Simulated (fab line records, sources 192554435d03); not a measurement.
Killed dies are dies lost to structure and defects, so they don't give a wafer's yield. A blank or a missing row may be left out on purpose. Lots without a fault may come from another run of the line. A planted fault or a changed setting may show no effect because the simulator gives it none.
Chamber matching | flow n5_finfet | N5_BEOL_M8_ETCH_62 on rie_diel-01: 4 sister chambers
The step etches SOC in N2/H2, target depth 110 nm, overetch 22 nm, time 165 s. 20 wafers are shown with their chamber, then 10 later ones without.

WAFERS WITH THEIR CHAMBER
wafer  | chamber | drypump_motor_current_A (A) | showerhead_plenum_p_Torr (Torr) | throttle_valve_pct (%)
L074.2 | 3       | 5.1                         | 2.48                            | 17.50
L074.5 | 2       | 4.9                         | 2.42                            | 17.95
L074.6 | 3       | 5.1                         | 2.48                            | 17.51
L077.1 | 0       | 6.8                         | 2.51                            | 17.80
L077.2 | 2       | 4.9                         | 2.42                            | 17.97
L077.5 | 0       | 6.8                         | 2.51                            | 17.80
L080.1 | 3       | 5.1                         | 2.47                            | 17.54
L080.3 | 0       | 6.8                         | 2.51                            | 17.85
L080.4 | 2       | 4.9                         | 2.42                            | 17.97
L079.2 | 2       | 4.9                         | 2.42                            | 17.98
L079.3 | 3       | 5.1                         | 2.47                            | 17.53
L079.4 | 0       | 6.8                         | 2.51                            | 17.84
L085.1 | 2       | 4.9                         | 2.41                            | 17.97
L085.3 | 3       | 5.1                         | 2.47                            | 17.55
L085.6 | 0       | 6.8                         | 2.51                            | 17.83
L090.2 | 1       | 6.1                         | 2.66                            | 17.98
L090.4 | 3       | 5.1                         | 2.47                            | 17.55
L090.6 | 1       | 6.2                         | 2.66                            | 17.98
L087.1 | 2       | 4.9                         | 2.41                            | 17.99
L087.4 | 1       | 6.1                         | 2.66                            | 17.99

SIGNATURES (means of the wafers above)
reading                  | chamber 0 | chamber 1 | chamber 2 | chamber 3 | scatter within a chamber
drypump_motor_current_A  | 6.800     | 6.133     | 4.900     | 5.100     | 0.0204
showerhead_plenum_p_Torr | 2.5100    | 2.6600    | 2.4167    | 2.4733    | 0.00408
throttle_valve_pct       | 17.8240   | 17.9833   | 17.9717   | 17.5300   | 0.0181
Rule: a wafer's distance from a chamber is the root of the sum, over the readings, of the square of ((its reading less the chamber's mean) divided by the reading's scatter). The wafer belongs to the nearest chamber; if the next one is less than 2 further off, it can't be placed. The scatter: the root of (the sum of the squares of (reading less its chamber's mean) over the shown wafers, divided by (wafers less chambers)).

WAFERS WITHOUT THEIR CHAMBER
wafer  | drypump_motor_current_A (A) | showerhead_plenum_p_Torr (Torr) | throttle_valve_pct (%)
L087.5 | 4.9                         | 2.41                            | 17.99
L094.2 | 6.1                         | 2.66                            | 18.00
L094.4 | 4.9                         | 2.41                            | 18.02
L094.6 | 6.2                         | 2.66                            | 18.01
L097.4 | 4.9                         | 2.40                            | 18.03
L097.5 | 6.8                         | 2.50                            | 17.88
L097.6 | 6.2                         | 2.65                            | 18.03
L096.2 | 4.9                         | 2.40                            | 18.01
L096.4 | 6.1                         | 2.65                            | 18.02
L096.6 | 4.9                         | 2.40                            | 18.02

WHICH CHAMBER EACH WENT THROUGH
wafer  | from the rows above | in truth
L087.5 | 2                   | 2
L094.2 | 1                   | 1
L094.4 | 2                   | 2
L094.6 | 1                   | 1
L097.4 | 2                   | 2
L097.5 | 0                   | 0
L097.6 | 1                   | 1
L096.2 | 2                   | 2
L096.4 | 1                   | 1
L096.6 | 2                   | 2
Placed correctly: 10 of 10. Can't be placed from these rows: 0. Placed wrongly: 0.
